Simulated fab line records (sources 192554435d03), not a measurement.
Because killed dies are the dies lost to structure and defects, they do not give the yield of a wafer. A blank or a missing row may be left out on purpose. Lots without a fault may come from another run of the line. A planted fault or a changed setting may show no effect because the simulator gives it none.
Matching of chambers :: flow n5Finfet :: rieDiel-05 running N5_BEOL_M0_SAQP_DESCUM_19: 4 sister chambers
The step chemistry O2, time 7.9 s. 14 wafers are shown with their chamber, then 7 later ones without.

## WAFERS WITH THEIR CHAMBER
wafer: L079.4
chamber: 3
throttleValvePct (%): 20.20
drypumpMotorCurrentA (A): 5.7
oesProductAu (a.u.): 0.72

wafer: L079.5
chamber: 1
throttleValvePct (%): 20.33
drypumpMotorCurrentA (A): 5.6
oesProductAu (a.u.): 0.72

wafer: L079.6
chamber: 0
throttleValvePct (%): 20.61
drypumpMotorCurrentA (A): 5.0
oesProductAu (a.u.): 0.73

wafer: L081.3
chamber: 1
throttleValvePct (%): 20.33
drypumpMotorCurrentA (A): 5.5
oesProductAu (a.u.): 0.72

wafer: L081.5
chamber: 0
throttleValvePct (%): 20.61
drypumpMotorCurrentA (A): 5.0
oesProductAu (a.u.): 0.73

wafer: L081.6
chamber: 1
throttleValvePct (%): 20.33
drypumpMotorCurrentA (A): 5.6
oesProductAu (a.u.): 0.73

wafer: L084.1
chamber: 0
throttleValvePct (%): 20.63
drypumpMotorCurrentA (A): 5.0
oesProductAu (a.u.): 0.73

wafer: L084.4
chamber: 2
throttleValvePct (%): 20.27
drypumpMotorCurrentA (A): 6.2
oesProductAu (a.u.): 0.79

wafer: L084.5
chamber: 2
throttleValvePct (%): 20.27
drypumpMotorCurrentA (A): 6.1
oesProductAu (a.u.): 0.79

wafer: L085.2
chamber: 3
throttleValvePct (%): 20.22
drypumpMotorCurrentA (A): 5.8
oesProductAu (a.u.): 0.73

wafer: L085.3
chamber: 2
throttleValvePct (%): 20.27
drypumpMotorCurrentA (A): 6.1
oesProductAu (a.u.): 0.79

wafer: L085.4
chamber: 0
throttleValvePct (%): 20.63
drypumpMotorCurrentA (A): 5.0
oesProductAu (a.u.): 0.73

wafer: L086.2
chamber: 0
throttleValvePct (%): 20.64
drypumpMotorCurrentA (A): 5.0
oesProductAu (a.u.): 0.72

wafer: L086.3
chamber: 2
throttleValvePct (%): 20.28
drypumpMotorCurrentA (A): 6.1
oesProductAu (a.u.): 0.78

SIGNATURES (means of the wafers above)
reading: throttleValvePct
chamber 0: 20.6240
chamber 1: 20.3300
chamber 2: 20.2725
chamber 3: 20.2100
scatter within a chamber: 0.00997

reading: drypumpMotorCurrentA
chamber 0: 5.000
chamber 1: 5.567
chamber 2: 6.125
chamber 3: 5.750
scatter within a chamber: 0.0438

reading: oesProductAu
chamber 0: 0.7280
chamber 1: 0.7233
chamber 2: 0.7875
chamber 3: 0.7250
scatter within a chamber: 0.00521
Rule: a wafer lies at a distance from a chamber equal to the root of the sum of squares, over the readings, of (its reading less the chamber's mean, divided by the reading's scatter). The wafer belongs to the nearest chamber; if the next one is less than 2 further off, it can't be placed. The scatter: take each reading less its chamber's mean, square it, sum over the shown wafers, divide by the number of wafers less the number of chambers, and take the root.

## WAFERS WHOSE CHAMBER IS MISSING
wafer: L086.4
throttleValvePct (%): 20.21
drypumpMotorCurrentA (A): 5.8
oesProductAu (a.u.): 0.72

wafer: L089.1
throttleValvePct (%): 20.29
drypumpMotorCurrentA (A): 6.1
oesProductAu (a.u.): 0.78

wafer: L089.2
throttleValvePct (%): 20.36
drypumpMotorCurrentA (A): 5.6
oesProductAu (a.u.): 0.71

wafer: L089.4
throttleValvePct (%): 20.23
drypumpMotorCurrentA (A): 5.7
oesProductAu (a.u.): 0.72

wafer: L097.4
throttleValvePct (%): 20.30
drypumpMotorCurrentA (A): 6.1
oesProductAu (a.u.): 0.77

wafer: L097.5
throttleValvePct (%): 20.40
drypumpMotorCurrentA (A): 5.6
oesProductAu (a.u.): 0.71

wafer: L097.6
throttleValvePct (%): 20.70
drypumpMotorCurrentA (A): 5.0
oesProductAu (a.u.): 0.70

## THE CHAMBER EACH PASSED THROUGH
wafer: L086.4
from the rows above: 3
in truth: 3

wafer: L089.1
from the rows above: 2
in truth: 2

wafer: L089.2
from the rows above: 1
in truth: 1

wafer: L089.4
from the rows above: 3
in truth: 3

wafer: L097.4
from the rows above: 2
in truth: 2

wafer: L097.5
from the rows above: 1
in truth: 1

wafer: L097.6
from the rows above: 0
in truth: 0
Correctly placed: 7 of 7. Number that these rows cannot place: 0. Number placed wrongly: 0.
